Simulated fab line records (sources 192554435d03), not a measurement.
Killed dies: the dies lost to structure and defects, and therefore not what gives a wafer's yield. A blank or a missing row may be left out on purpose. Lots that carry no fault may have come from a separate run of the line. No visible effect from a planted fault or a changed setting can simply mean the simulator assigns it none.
Comparing a struck lot with a sound one	flow n5Finfet	41 steps out of a route of 1938
Sound: the wafers L321.1, L321.3, L321.4. Struck: wafers L311.1, L311.2, L311.4. The cause comes at the end.
Order at every step that has rows: each side's tool, ch and its chambers, its first start. Under that, the readings that differ: sound wafers	struck wafers	difference of the means	sigmas: that difference in standard deviations of wafers without a fault.
alike: same words and numbers on both sides, and readings whose means sit less than 2 such deviations apart. not compared: any withheld reading, any reading some wafer has no value for, any bound like >300 that may hide the same value, and any number with overlapping values for which the record gives no deviation.
A row with sigmas, a row that says differs or no value, or rows on one side alone: a step with any of these is where the two part. Numbers that have no deviation but don't overlap get no sigmas and don't part them. A reading that every wafer of one side lacks parts them only if that side has two wafers or more.

first, 12 steps without rows for these wafers: N5_HKMG_FIN_STRIP_33 (strips in N2/H2); N5_HKMG_FIN_STRIP_34 (strips in CF4); N5_HKMG_FIN_ETCH_35 (etches SOC in N2/H2, target depth 215.8 nm, time 243.4 s); N5_HKMG_FIN_STRIP_92 (strips SOC in N2/H2, time 20 s); N5_HKMG_FIN_WET_ETCH_18 (etches TiN in SC1, time 55 s, target depth 5.2 nm, rinse time 30 s); N5_HKMG_FIN_STRIP_19 (strips in N2/H2, time 360 s); N5_HKMG_FIN_ALD_91 (deposits TiN, target thk 1 nm, pulse time 1 s, purge time 3 s); N5_HKMG_FIN_COAT_85 (time 60 s, resist thk 300 nm); N5_HKMG_FIN_ETCH_86 (etches SOC in N2/H2, stops on TiN, target depth 393.2 nm); N5_HKMG_FIN_STRIP_89 (strips SOC in N2/H2, time 20 s); N5_HKMG_FIN_WET_ETCH_87 (etches TiN in SC1, time 154.2 s, target depth 4.7 nm, rinse time 30 s); N5_HKMG_FIN_STRIP_88 (strips in N2/H2, time 360 s).
N5_HKMG_FIN_NWFM_ALD_20: deposits TiAlC, target thk 2 nm, pulse time 3 s, purge time 2 s.
  sound on aldMetal-04 ch 0,1,3, day 9 23:40; struck on aldMetal-02 ch 0,1,2, day 7 11:38
reading	sound	struck	difference	sigmas
aldCycles	7 7 7	2 2 2	-5	
model.TiAlC_of_HKMG_FIN_NWFM_ALD_20.thkNm (nm)	2 2 2	0.6 0.6 0.6	-1.4	
  alike: heaterPowerOuterW, heaterPowerW, precursorPulseHeightRel
then, 26 steps without rows for these wafers: N5_HKMG_FIN_ALD_71 (deposits TiN, target thk 1 nm, pulse time 1 s, purge time 3 s); N5_HKMG_FIN_COAT_66 (time 60 s, resist thk 300 nm); N5_HKMG_FIN_ETCH_67 (etches SOC in N2/H2, stops on TiN, target depth 388.9 nm); N5_HKMG_FIN_STRIP_90 (strips SOC in N2/H2, time 20 s); N5_HKMG_FIN_WET_ETCH_73 (etches the open film in SC1, time 42.3 s, target depth 1.3 nm, rinse time 30 s); N5_HKMG_FIN_ETCHBACK_68 (etches the open film in Cl2/Ar, stops on HfO2, target depth 0.5 nm); N5_HKMG_FIN_STRIP_69 (strips in N2/H2, time 360 s); N5_HKMG_FIN_ALD_21 (deposits TiN, target thk 1.5 nm, pulse time 1 s, purge time 3 s); N5_HKMG_FIN_ALD_72 (deposits W, target thk 2 nm, pulse time 1 s, purge time 2 s); N5_HKMG_FIN_W_FILL_22 (material W, target thk 60 nm, time 18.2 s); N5_HKMG_FIN_PRECLEAN_83 (cleans in DIW, time 57.5 s); N5_HKMG_FIN_SRD_84 (dry time 32 s); N5_HKMG_FIN_CMP_23 (polishes, stops on SiNx, t overpolish 10 s, target thk 46.326 nm); N5_HKMG_FIN_CMP_94 (polishes, stops on SiNx, t overpolish 4.7 s, target thk 43.299 nm); N5_GATE_CUT_ETCHBACK_00 (etches W in SF6/Cl2); N5_GATE_CUT_ETCH_56 (etches TiN in Cl2/Ar, target depth 21.6 nm); N5_GATE_CUT_ETCHBACK_30 (etches TiN in Cl2/Ar, target depth 3 nm); N5_GATE_CUT_VAPOR_ETCH_60 (etches HfO2 in BCl3/Cl2); N5_GATE_CUT_ETCH_58 (etches SiNx in CH3F/O2, target depth 17 nm, time 128.6 s); N5_GATE_CUT_STRIP_59 (strips in N2/H2, time 20 s); N5_GATE_CUT_PRECLEAN_31 (cleans in DIW, time 300 s); N5_GATE_CUT_SRD_32 (time 30 s); N5_GATE_CUT_SAC_CAP_01 (material SiNx, target thk 24 nm, pulse time 1 s, ald cycles 480); N5_GATE_CUT_PECVD_57 (deposits SiNx from SiH4/NH3/N2, target thk 21 nm); N5_GATE_CUT_CMP_02 (polishes, stops on SiO2, t overpolish 12.7 s, target thk 0 nm); N5_GATE_CUT_HM_DEP_46 (deposits SiO2 from TEOS/O2, target thk 130 nm, time 26.6 s).
-- record jumps: 4 days separate the struck wafers' starts on either side; left off in module GATE_CUT, taken up again in module BEOL_M4, whose first shown step is the route's number 1111 --
N5_BEOL_M4_RC_MEAS_101:
  sound on prober-01 ch 0, day 14 10:28; struck on prober-01 ch 0, day 11 16:17
reading	sound	struck	difference	sigmas
IOFF_N (nA/um)	0.120 0.162 0.149	0.000 0.000 0.000	-0.144	-7
IOFF_N_85C (nA/um)	2.5 3.2 3.0	0.0 0.0 0.0	-2.9	-8
IOFF_N_LIN (nA/um)	0.061 0.076 0.071	0.000 0.000 0.000	-0.069	-8
IOFF_N_LONG (nA/um)	5.23e-05 5.22e-05 5.13e-05	2.66e-05 2.62e-05 2.71e-05	-2.53e-05	-10
IOFF_P (nA/um)	0.148 0.182 0.175	1.042 0.887 0.991	+0.805	+34
IOFF_P_85C (nA/um)	2.7 3.2 3.1	13.6 11.8 13.2	+9.9	+27
IOFF_P_LIN (nA/um)	0.075 0.088 0.085	0.485 0.428 0.470	+0.378	+41
IOFF_P_LONG (nA/um)	8.9e-05 9.1e-05 9.2e-05	0.00046 0.000464 0.000458	+0.00037	+49
ION_N (uA/um)	673 677 671	319 312 316	-358	-40
ION_P (uA/um)	461 459 456	526 530 525	+68	+12
VT_N (mV)	253.3 248.8 249.1	414.3 424.4 417.3	+168.3	+62
VT_N_LONG (mV)	275.7 278.4 277.3	440.0 442.3 445.1	+165.3	+87
VT_N_LVT (mV)	98.9 94.3 94.7	263.1 269.7 264.8	+169.9	+61
VT_P (mV)	-257.6 -253.7 -255.6	-205.4 -207.5 -204.6	+49.8	+18
VT_P_LONG (mV)	-280.3 -279.6 -280.6	-227.3 -227.6 -225.3	+53.4	+18
VT_P_LVT (mV)	-103.1 -98.6 -100.0	-51.7 -53.9 -52.3	+47.9	+25
  alike: DIBL_N, DIBL_P, SS_N, SS_P
-- the record jumps here: 4 days lie between the struck wafers' starts before and after (it left off in module BEOL_M4 and takes up again in module PASSIVATION, whose first step shown is number 1936 of the route) --
N5_PASSIVATION_PROBE_49:
  struck on prober-01, day 16 04:10; sound on prober-01, day 19 15:19
reading	sound	struck	difference	sigmas
sort_bin_4_leakage (%)	0 0 0	89.75 86.44 90.51	+88.90	
sort_bin_8_speed (%)	0 0 0	0.34 5.08 0.93	+2.12	
sortNPass	1061 1057 1062	0 0 0	-1060	-66
sortYieldPct (%)	89.9 89.6 90.0	0 0 0	-90	-69
  alike: defectLimitedYield, killed_at_M0_to_M3, killed_at_M4_up, killedAtContacts, killedAtFrontEnd, killedAtOther, killedDies, killedOnRim, killedOpen, killedShort, sort_bin_5_function, sort_bin_6_memory

== WHERE THEY PART ==
First at N5_BEOL_M4_RC_MEAS_101; last, within this record, at N5_PASSIVATION_PROBE_49.

WHY: what had been put in by the simulator
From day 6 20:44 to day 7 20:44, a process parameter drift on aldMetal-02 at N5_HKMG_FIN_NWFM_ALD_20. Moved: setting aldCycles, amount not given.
